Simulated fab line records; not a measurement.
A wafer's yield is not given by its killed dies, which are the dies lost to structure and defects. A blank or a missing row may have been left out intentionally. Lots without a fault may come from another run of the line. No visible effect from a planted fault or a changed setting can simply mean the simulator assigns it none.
Lot-split experiment :: flow n5 finfet :: route with 1938 steps; 7 lots, 21 wafers read

== THE SPLIT ==
At N5_BEOL_M10_EXPOSE_25 (exposes mask V9), the setting dose mj was moved away from the recipe's 85.5 on 5 of the 21 wafers read, by -7.0% to -4.1%. For the rest of the wafers, this setting stayed at what the recipe calls for.

== FROM THE SPLIT TO THE READING: what the file shows between them, 2 steps ==
- N5_BEOL_M10_PEB_26: peb time 60 s
- N5_BEOL_M10_DEVELOP_27: develop time 30 s

== THE READING ==
At N5_BEOL_M10_CD_MEAS_28: cd nm in nanometres, against a target cd of 70 nm. On this fab line, fault-free wafers typically give 70.0 nm with a standard deviation of 1.1 nm.

wafer: L075.1
tool, chamber at the split: arfi scanner-02, 0
dose mj as run: 81.96
against the recipe: -4.1%
cd nm, nm: 67.3
against lot-mates on the recipe: -3.5

wafer: L075.4
tool, chamber at the split: arfi scanner-02, 0
dose mj as run: 85.5
against the recipe: recipe
cd nm, nm: 70.8
against lot-mates on the recipe: -

wafer: L075.5
tool, chamber at the split: arfi scanner-02, 0
dose mj as run: 81.96
against the recipe: -4.1%
cd nm, nm: 67.2
against lot-mates on the recipe: -3.6

wafer: L078.1
tool, chamber at the split: arfi scanner-01, 0
dose mj as run: 85.5
against the recipe: recipe
cd nm, nm: 69.0
against lot-mates on the recipe: -

wafer: L078.2
tool, chamber at the split: arfi scanner-01, 0
dose mj as run: 85.5
against the recipe: recipe
cd nm, nm: 69.8
against lot-mates on the recipe: -

wafer: L078.4
tool, chamber at the split: arfi scanner-01, 0
dose mj as run: 85.5
against the recipe: recipe
cd nm, nm: 70.2
against lot-mates on the recipe: -

wafer: L084.2
tool, chamber at the split: arfi scanner-01, 0
dose mj as run: 85.5
against the recipe: recipe
cd nm, nm: 69.6
against lot-mates on the recipe: -

wafer: L084.3
tool, chamber at the split: arfi scanner-01, 0
dose mj as run: 85.5
against the recipe: recipe
cd nm, nm: 68.6
against lot-mates on the recipe: -

wafer: L084.5
tool, chamber at the split: arfi scanner-01, 0
dose mj as run: 85.5
against the recipe: recipe
cd nm, nm: 69.8
against lot-mates on the recipe: -

wafer: L085.2
tool, chamber at the split: arfi scanner-01, 0
dose mj as run: 85.5
against the recipe: recipe
cd nm, nm: 71.2
against lot-mates on the recipe: -

wafer: L085.4
tool, chamber at the split: arfi scanner-01, 0
dose mj as run: 85.5
against the recipe: recipe
cd nm, nm: 69.1
against lot-mates on the recipe: -

wafer: L085.6
tool, chamber at the split: arfi scanner-01, 0
dose mj as run: 85.5
against the recipe: recipe
cd nm, nm: 71.4
against lot-mates on the recipe: -

wafer: L089.1
tool, chamber at the split: arfi scanner-03, 0
dose mj as run: 79.5
against the recipe: -7.0%
cd nm, nm: 64.2
against lot-mates on the recipe: -6.5

wafer: L089.4
tool, chamber at the split: arfi scanner-03, 0
dose mj as run: 85.5
against the recipe: recipe
cd nm, nm: 70.5
against lot-mates on the recipe: -

wafer: L089.5
tool, chamber at the split: arfi scanner-03, 0
dose mj as run: 85.5
against the recipe: recipe
cd nm, nm: 70.8
against lot-mates on the recipe: -

wafer: L096.1
tool, chamber at the split: arfi scanner-03, 0
dose mj as run: 80.45
against the recipe: -5.9%
cd nm, nm: 66.2
against lot-mates on the recipe: -4.5

wafer: L096.2
tool, chamber at the split: arfi scanner-03, 0
dose mj as run: 80.45
against the recipe: -5.9%
cd nm, nm: 66.2
against lot-mates on the recipe: -4.5

wafer: L096.3
tool, chamber at the split: arfi scanner-03, 0
dose mj as run: 85.5
against the recipe: recipe
cd nm, nm: 70.7
against lot-mates on the recipe: -

wafer: L097.2
tool, chamber at the split: arfi scanner-01, 0
dose mj as run: 85.5
against the recipe: recipe
cd nm, nm: 68.7
against lot-mates on the recipe: -

wafer: L097.4
tool, chamber at the split: arfi scanner-01, 0
dose mj as run: 85.5
against the recipe: recipe
cd nm, nm: 68.2
against lot-mates on the recipe: -

wafer: L097.6
tool, chamber at the split: arfi scanner-01, 0
dose mj as run: 85.5
against the recipe: recipe
cd nm, nm: 69.5
against lot-mates on the recipe: -

THE FIT
A straight line over all 21 wafers: cd nm changes by +0.687 nm for each +1% of dose mj; r = +0.88; the points scatter about the line by 0.9 nm.
The same after taking each lot's own level away (the mean of its wafers on the recipe; 21 wafers): +0.834 nm for each +1%; r = +0.96; scatter 0.58 nm.
The reading moves by 5.9 nm for the largest change in dose mj, on that fit.
Across the lots, their own levels run from 68.80 to 70.80 nm, a range of 1.8 times the standard deviation given above.
Thus the slope moves with the lot-to-lot level: the two fits are different.
Check: for one of the wafers moved furthest among these (-7.0%), held out of the fit, the line's prediction against its lot-mates is -5.56 nm. Against them it came out at -6.45 nm.

== THE OTHER SPLITS THESE WAFERS WENT THROUGH ==
Other splits were also applied to these wafers ahead of the reading. Each is held against what the fit with the lots' levels taken away leaves over:
other split on the same wafers: N5_BEOL_M10_COAT_05 spin rpm
wafers away from the commonest value: 7
r with cd nm (lot level and that fit taken away): +0.34

other split on the same wafers: N5_BEOL_M10_COAT_22 spin rpm
wafers away from the commonest value: 7
r with cd nm (lot level and that fit taken away): +0.07

== FILE'S OWN FIT ==
cd nm changes by +0.855 nm for each +1% of dose mj, r = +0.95.
